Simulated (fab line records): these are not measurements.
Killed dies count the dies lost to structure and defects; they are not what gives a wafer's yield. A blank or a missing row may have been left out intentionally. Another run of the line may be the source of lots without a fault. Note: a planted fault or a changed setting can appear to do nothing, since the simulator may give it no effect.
fab line records -- flow nand_harc
record: lots: 13, wafers: 39, last_day: 33
route steps=1302 shown A_CONTACT@1099 A_M1@1192 THIN_TSV@1264 END@1302
lots that met no fault: from a run of the same line without faults
start_h: the number of hours between the record's first day and the start of the first shown wafer of the lot -- wait_h: how many hours have passed since the lot's step before this one -- " the same as in the row above -- L1.1+2: several wafers, shown together as one row -- - either no value or no given start -- * or withheld: withheld -- < > ~ a bound
route shown NAME@n: names a module that has steps shown in the file, with the first one's number in the route -- usual: mean/standard deviation of fault-free wafers -- same: alike in all rows -- chamber/n: place in a boat -- sites: per-site readings -- _std_site: standard deviation across them -- _edge_site: outer sites' mean less inner sites' -- radius_mm: how far each site lies from the wafer's centre -- mask NAME#n: copy n -- behind: the most recent tool/chamber to have shaped the wafer -- hold: reason for holding the lot/hours on hold/outcome of the hold -- device: transistor that didn't switch, given as n, p or np -- end of line: tests run on the same wafers once the route is complete -- for a step that has no rows: nothing shown but its recipe -- killed: count of dies lost to structure and defects at first sort (not the wafer's yield) -- map: shows each die of a wafer: x if killed, . if not, _ if none is there
set.NAME: setting as actually run; set.NAME@STEP: the setting as run at that earlier step -- model.NAME: the simulator's own value behind a step, which no gauge read
a sample of lots followed through the steps of the route, with each step as a table and each wafer as a row
services: the hour from which a tool's chamber was out of use, counted from the record's first day as start_h (under 0 if before that day), plus the number of hours and why
== steps ==
step: NHARC_A_CONTACT_STRIP_26
recipe: o2_flow_sccm: 500, ar_flow_sccm: 0, bias_w: 0, chemistry: O2
usual: drypump_motor_current_A: 5.8/0.39, o2_flow_sccm: 500.0/1.3, oes_product_au: 1.002/0.012, rf_vpp_V: 57.6/0.89, showerhead_plenum_p_Torr: 3.48/0.16, throttle_valve_pct: 17.037/0.0082
lot.wafer,tool,chamber,start_h,wait_h,drypump_motor_current_A,o2_flow_sccm,oes_product_au,rf_hours_counter_h,rf_vpp_V,showerhead_plenum_p_Torr,throttle_valve_pct
L957.2,rie_diel-04,2,563.63,-,6.1,500.2,1.012,8,57.0,3.38,17.044
L957.3,rie_diel-04,1,563.63,-,5.5,500.8,1.030,7,56.5,3.43,17.030
L957.6,rie_diel-04,2,563.63,-,6.0,501.2,1.004,-,56.5,3.38,17.039
L958.2,rie_diel-13,1,563.68,-,6.2,502.0,1.026,11,59.8,3.35,17.027
L958.3,rie_diel-13,3,563.68,-,5.8,500.9,0.986,8,57.4,3.49,17.024
L958.5,rie_diel-13,2,563.68,-,6.3,501.7,0.990,-,58.3,3.34,17.048
L962.1,rie_diel-13,3,581.32,-,5.8,500.5,0.997,11,56.3,3.49,17.035
L962.2,rie_diel-13,1,581.32,-,6.2,499.8,1.009,15,56.6,3.35,17.030
L962.6,rie_diel-13,2,581.32,-,6.3,500.7,0.993,-,57.5,3.34,17.040
L963.3,rie_diel-13,1,603.23,-,6.2,498.6,1.010,18,56.4,3.35,17.034
L963.1,rie_diel-13,3,603.23,-,5.8,499.9,1.007,15,57.0,3.49,17.024
L963.6,rie_diel-13,1,603.23,-,6.2,499.8,0.999,-,56.4,3.35,17.020
L966.3,rie_diel-04,0,623.80,-,5.1,501.1,1.004,32,58.6,3.69,17.019
L966.2,rie_diel-04,2,623.80,-,6.1,501.2,0.995,29,56.9,3.37,17.036
L966.1,rie_diel-04,3,623.80,-,5.4,497.8,0.992,25,59.1,3.56,17.030
L967.1,rie_diel-08,2,634.90,-,5.9,500.3,1.012,13,56.4,3.43,17.041
L967.4,rie_diel-08,0,634.90,-,5.3,498.1,0.988,33,57.2,3.28,17.049
L967.6,rie_diel-08,2,634.90,-,5.9,500.0,1.007,-,56.9,3.42,17.032
L975.2,rie_diel-08,3,705.14,-,5.9,499.2,1.001,50,58.9,3.41,17.034
L975.1,rie_diel-08,1,705.14,-,5.8,500.8,1.012,56,57.8,3.49,17.037
L975.5,rie_diel-08,3,705.14,-,5.9,500.0,1.005,-,57.3,3.41,17.035
L973.2,rie_diel-13,2,707.47,-,6.3,501.6,0.987,0,57.7,3.33,17.037
L973.6,rie_diel-13,2,707.47,-,6.3,498.6,0.983,-,56.9,3.33,17.043
L973.5,rie_diel-13,3,707.47,-,5.8,499.7,0.993,-,57.2,3.48,17.027
L974.3,rie_diel-13,2,710.77,-,6.3,499.6,0.975,1,57.8,3.33,17.035
L974.4,rie_diel-13,3,710.77,-,5.8,500.0,0.988,1,58.0,3.48,17.042
L974.2,rie_diel-13,0,710.77,-,5.4,499.9,0.995,1,58.9,3.79,17.038
L976.2,rie_diel-13,3,712.12,-,5.8,502.0,0.993,1,55.9,3.48,17.038
L976.3,rie_diel-13,0,712.12,-,5.4,500.2,0.999,1,58.0,3.79,17.043
L976.5,rie_diel-13,1,712.12,-,6.2,498.9,1.001,-,57.3,3.34,17.049
L977.3,rie_diel-13,3,728.00,-,5.7,499.9,0.996,3,57.9,3.48,17.034
L977.1,rie_diel-13,0,728.00,-,5.4,498.6,1.007,2,60.4,3.79,17.047
L977.2,rie_diel-13,1,728.00,-,6.2,499.2,1.003,3,59.4,3.34,17.040
L978.4,rie_diel-13,2,752.06,-,6.3,500.1,1.002,6,56.5,3.32,17.017
L978.2,rie_diel-13,3,752.06,-,5.8,500.8,0.995,6,58.0,3.48,17.043
L978.1,rie_diel-13,1,752.06,-,6.2,498.1,1.000,5,57.3,3.34,17.051
L979.2,rie_diel-13,3,752.53,-,5.8,500.3,0.988,6,57.4,3.48,17.050
L979.4,rie_diel-13,1,752.53,-,6.2,500.3,0.988,5,57.4,3.34,17.028
L979.6,rie_diel-13,3,752.53,-,5.8,499.6,0.991,-,58.1,3.48,17.030
step: NHARC_A_M1_PVD_21
recipe: target_thk_a: 300, chamber_pressure_pa: 5, power_w: 5000, substrate_temp_c: 30, time_s: 20.49, material: Cu
usual: throttle_valve_pct: 29.9/0.87
lot.wafer,tool,chamber,start_h,wait_h,throttle_valve_pct
L957.2,pvd_sputter-01,-,-,-,31.0
L957.3,pvd_sputter-01,-,-,-,29.3
L957.6,pvd_sputter-01,-,-,-,29.1
L958.3,pvd_sputter-02,-,-,-,30.4
L958.2,pvd_sputter-02,-,-,-,29.4
L958.5,pvd_sputter-02,-,-,-,30.8
L962.1,pvd_sputter-02,-,-,-,29.4
L962.2,pvd_sputter-02,-,-,-,30.7
L962.6,pvd_sputter-02,-,-,-,29.4
L963.1,pvd_sputter-01,-,-,-,31.1
L963.3,pvd_sputter-01,-,-,-,27.7
L963.6,pvd_sputter-01,-,-,-,29.1
L966.2,pvd_sputter-02,-,-,-,31.1
L966.3,pvd_sputter-02,-,-,-,29.3
L966.1,pvd_sputter-02,-,-,-,30.7
L967.1,pvd_sputter-03,-,-,-,28.5
L967.4,pvd_sputter-03,-,-,-,30.8
L967.6,pvd_sputter-03,-,-,-,30.0
L975.1,pvd_sputter-01,-,-,-,29.4
L975.2,pvd_sputter-01,-,-,-,28.0
L975.5,pvd_sputter-01,-,-,-,29.5
L973.2,pvd_sputter-02,-,-,-,31.0
L973.5,pvd_sputter-02,-,-,-,29.5
L973.6,pvd_sputter-02,-,-,-,30.3
L974.2,pvd_sputter-02,-,-,-,30.2
L974.4,pvd_sputter-02,-,-,-,29.5
L974.3,pvd_sputter-02,-,-,-,30.3
L976.3,pvd_sputter-03,-,-,-,29.7
L976.2,pvd_sputter-03,-,-,-,30.8
L976.5,pvd_sputter-03,-,-,-,29.8
L977.3,pvd_sputter-03,-,-,-,30.9
L977.1,pvd_sputter-03,-,-,-,29.9
L977.2,pvd_sputter-03,-,-,-,28.7
L978.4,pvd_sputter-02,-,-,-,29.8
L978.2,pvd_sputter-02,-,-,-,30.3
L978.1,pvd_sputter-02,-,-,-,30.3
L979.4,pvd_sputter-03,-,-,-,29.7
L979.2,pvd_sputter-03,-,-,-,28.9
L979.6,pvd_sputter-03,-,-,-,28.9
step: NHARC_A_M1_ANNEAL_31
recipe: temp_c: 225, time_s: 90
usual: anneal_temp_c: 225.02/0.21, wafer_temp_C_max: 225.83/0.21
lot.wafer,tool,chamber,start_h,wait_h,anneal_temp_c,wafer_temp_C_max
L957.2,rtp_anneal-02,0,575.91,0.3,225.37,225.78
L957.3,rtp_anneal-02,0,575.91,0.3,225.32,225.73
L957.6,rtp_anneal-02,0,575.91,0.3,225.43,225.67
L958.2,rtp_anneal-01,0,576.52,0.4,225.32,225.41
L958.3,rtp_anneal-01,0,576.52,0.4,224.95,225.65
L958.5,rtp_anneal-01,0,576.52,0.4,225.33,225.73
L962.1,rtp_anneal-02,0,594.52,0.3,225.42,225.99
L962.2,rtp_anneal-02,0,594.52,0.3,225.05,225.83
L962.6,rtp_anneal-02,0,594.52,0.3,225.30,225.85
L963.1,rtp_anneal-01,0,616.23,0.3,225.04,225.71
L963.3,rtp_anneal-01,0,616.23,0.3,225.01,225.68
L963.6,rtp_anneal-01,0,616.23,0.3,224.84,225.76
L966.1,rtp_anneal-02,0,636.38,0.3,224.76,225.82
L966.2,rtp_anneal-02,0,636.38,0.3,224.91,225.67
L966.3,rtp_anneal-02,0,636.38,0.3,224.79,225.64
L967.1,rtp_anneal-02,0,647.41,-,224.76,225.75
L967.4,rtp_anneal-02,0,647.41,-,224.67,225.74
L967.6,rtp_anneal-02,0,647.41,-,224.95,225.53
L975.1,rtp_anneal-02,0,717.63,-,224.84,225.91
L975.2,rtp_anneal-02,0,717.63,-,224.87,225.84
L975.5,rtp_anneal-02,0,717.63,-,225.07,225.99
L973.2,rtp_anneal-02,0,719.98,-,224.98,226.00
L973.5,rtp_anneal-02,0,719.98,-,225.09,225.64
L973.6,rtp_anneal-02,0,719.98,-,225.13,225.42
L974.2,rtp_anneal-01,0,723.34,0.4,224.75,225.92
L974.3,rtp_anneal-01,0,723.34,0.4,224.81,225.72
L974.4,rtp_anneal-01,0,723.34,0.4,224.69,225.94
L976.2,rtp_anneal-01,0,724.68,-,224.88,225.59
L976.3,rtp_anneal-01,0,724.68,-,225.23,225.76
L976.5,rtp_anneal-01,0,724.68,-,225.00,225.65
L977.1,rtp_anneal-01,0,740.77,-,225.00,225.84
L977.2,rtp_anneal-01,0,740.77,-,224.92,225.76
L977.3,rtp_anneal-01,0,740.77,-,224.76,226.12
L978.1,rtp_anneal-01,0,764.63,-,225.14,225.47
L978.2,rtp_anneal-01,0,764.63,-,225.33,225.94
L978.4,rtp_anneal-01,0,764.63,-,225.10,225.79
L979.2,rtp_anneal-02,0,765.26,-,224.97,225.92
L979.4,rtp_anneal-02,0,765.26,-,225.10,225.86
L979.6,rtp_anneal-02,0,765.26,-,224.97,226.07
step: NHARC_THIN_TSV_CD_MEAS_16
usual: cd_nm: 999.3/2
lot.wafer,tool,chamber,start_h,wait_h,cd_nm
L957.2,cd_sem-02,-,595.05,0.1,1001.3
L957.3,cd_sem-02,-,595.05,0.1,1003.5
L957.6,cd_sem-02,-,595.05,0.1,1001.4
L958.2,cd_sem-03,-,596.10,0.1,1001.0
L958.3,cd_sem-03,-,596.10,0.1,999.2
L958.5,cd_sem-03,-,596.10,0.1,997.9
L962.1,cd_sem-01,-,615.74,0.1,998.6
L962.2,cd_sem-01,-,615.74,0.1,997.9
L962.6,cd_sem-01,-,615.74,0.1,999.6
L963.1,cd_sem-01,-,635.06,0.1,998.5
L963.3,cd_sem-01,-,635.06,0.1,995.0
L963.6,cd_sem-01,-,635.06,0.1,995.2
L966.1,cd_sem-02,-,655.37,0.1,999.7
L966.2,cd_sem-02,-,655.37,0.1,999.4
L966.3,cd_sem-02,-,655.37,0.1,999.6
L967.1,cd_sem-01,-,666.29,0.1,1001.0
L967.4,cd_sem-01,-,666.29,0.1,1001.4
L967.6,cd_sem-01,-,666.29,0.1,1000.0
L975.1,cd_sem-03,-,736.19,0.1,996.4
L975.2,cd_sem-03,-,736.19,0.1,995.3
L975.5,cd_sem-03,-,736.19,0.1,998.9
L973.2,cd_sem-02,-,737.49,0.1,1001.6
L973.5,cd_sem-02,-,737.49,0.1,1000.7
L973.6,cd_sem-02,-,737.49,0.1,1001.2
L974.2,cd_sem-01,-,747.64,0.1,997.9
L974.3,cd_sem-01,-,747.64,0.1,995.7
L974.4,cd_sem-01,-,747.64,0.1,997.2
L976.2,cd_sem-02,-,748.85,0.1,1001.0
L976.3,cd_sem-02,-,748.85,0.1,998.0
L976.5,cd_sem-02,-,748.85,0.1,997.1
L977.1,cd_sem-02,-,761.30,0.1,996.0
L977.2,cd_sem-02,-,761.30,0.1,997.1
L977.3,cd_sem-02,-,761.30,0.1,996.4
L979.2,cd_sem-02,-,783.15,0.1,1003.4
L979.4,cd_sem-02,-,783.15,0.1,1002.4
L979.6,cd_sem-02,-,783.15,0.1,1002.1
L978.1,cd_sem-03,-,784.38,0.1,1001.1
L978.2,cd_sem-03,-,784.38,0.1,1002.5
L978.4,cd_sem-03,-,784.38,0.1,1002.5
step: NHARC_END_SORT_01
recipe: temp_c: 25
usual: killed_at_array: 49/18, killed_at_other: 0.8/1, killed_at_periphery: 4.2/2.8, killed_dies: 54/18, killed_open: 3.0/1.7, killed_short: 2.5/1.6
same: gross_dies: 677
lot.wafer,tool,chamber,start_h,wait_h,killed_at_array,killed_at_other,killed_at_periphery,killed_dies,killed_open,killed_short
L963.1,prober-01,0,647.63,2.6,46,3,3,52,3,2
L963.3,prober-01,0,649.23,3.1,117,2,3,122,3,3
L963.6,prober-01,0,651.63,4.0,107,2,3,112,3,3
killed by level:class
L963.1 A_SLIT:chamber_film_flake=29 A_CHANNEL_HOLE_D2:chamber_film_flake=7 A_CHANNEL_HOLE_D1:chamber_film_flake=3 A_WL_FILL:chamber_film_flake=3 THIN_TSV:chamber_film_flake=3 P_GATE:geometric_particle:open=1 P_M2:geometric_particle:short=1 A_BLC:geometric_particle:open=1
L963.3 A_CONTACT:unspecified=61 A_SLIT:chamber_film_flake=35 A_CHANNEL_HOLE_D2:chamber_film_flake=11 P_CONTACT:geometric_particle:short=2 A_STAIRCASE:chamber_film_flake=2 A_BONDPAD:chamber_film_flake=2 THIN_TSV:chamber_film_flake=2 P_GATE:geometric_particle:open=1
L963.6 A_CONTACT:unspecified=55 A_SLIT:chamber_film_flake=29 A_CHANNEL_HOLE_D2:chamber_film_flake=11 A_ZERO_WELL:chamber_film_flake=2 THIN_TSV:chamber_film_flake=2 A_STAIRCASE:chamber_film_flake=2 P_ZERO_WELL:geometric_particle:open=1 P_GATE:geometric_particle:open=1
== services ==
tool,chamber,start_h,hours,kind
rie_diel-08,-,545.11,9.0,pm
rie_diel-13,0,552.95,-,clean
rie_diel-13,1,552.95,-,clean
rie_diel-04,-,557.25,0.3,repair
rie_diel-08,2,560.10,45.4,repair
pvd_sputter-01,-,585.45,10.0,pm
rie_diel-04,2,613.68,4.1,repair
rie_diel-13,1,618.92,4.5,repair
pvd_sputter-02,-,638.05,10.0,pm
pvd_sputter-03,-,679.26,5.5,repair
rie_diel-08,1,681.62,4.2,repair
pvd_sputter-02,-,686.92,1.7,repair
rie_diel-13,-,696.40,9.0,pm
pvd_sputter-02,-,700.62,1.2,repair
pvd_sputter-02,-,703.01,8.1,repair
pvd_sputter-03,-,708.02,10.0,pm
rie_diel-08,-,722.91,9.0,pm
pvd_sputter-02,-,723.86,1.9,repair
rie_diel-08,2,740.51,2.4,repair
rtp_anneal-02,-,744.00,12.0,pm
rie_diel-04,2,744.56,9.4,repair
rie_diel-08,2,745.24,7.4,repair
pvd_sputter-01,-,746.03,10.0,repair
pvd_sputter-01,-,763.45,10.0,pm
== key ==
first_sign: step: NHARC_END_SORT_01, reading: killed_dies, direction: up, sigmas: 3.5, usual: 54, struck: 117
effect: step: NHARC_END_SORT_01, reading: killed_at_array, direction: up, sigmas: 3.5, usual: 49, struck: 112
more_kills_born_at: NHARC_A_CONTACT_STRIP_26@rie_diel-13: 116
met_at NHARC_A_CONTACT_STRIP_26
struck_lots L963
struck_wafers L963.3,L963.6
tester_left_out L963
not_acting_at NHARC_A_M1_PVD_21,NHARC_A_M1_ANNEAL_31,NHARC_THIN_TSV_CD_MEAS_16
onset_between 581.32 603.23
fault: kind: chamber_particle_source, tool: rie_diel-13, chamber: 1, onset_h: 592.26, steps: NHARC_A_CONTACT_STRIP_26, rate_per_visit_cm2: 0.43699, end_h: 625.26
tester_left_out: of these lots the tester's yield and bins aren't shown, on N5 and GAA mostly nor the transistor test; their killed dies are dies lost to structure and defects alone, not to doping, threshold or leakage, so they don't give the yield
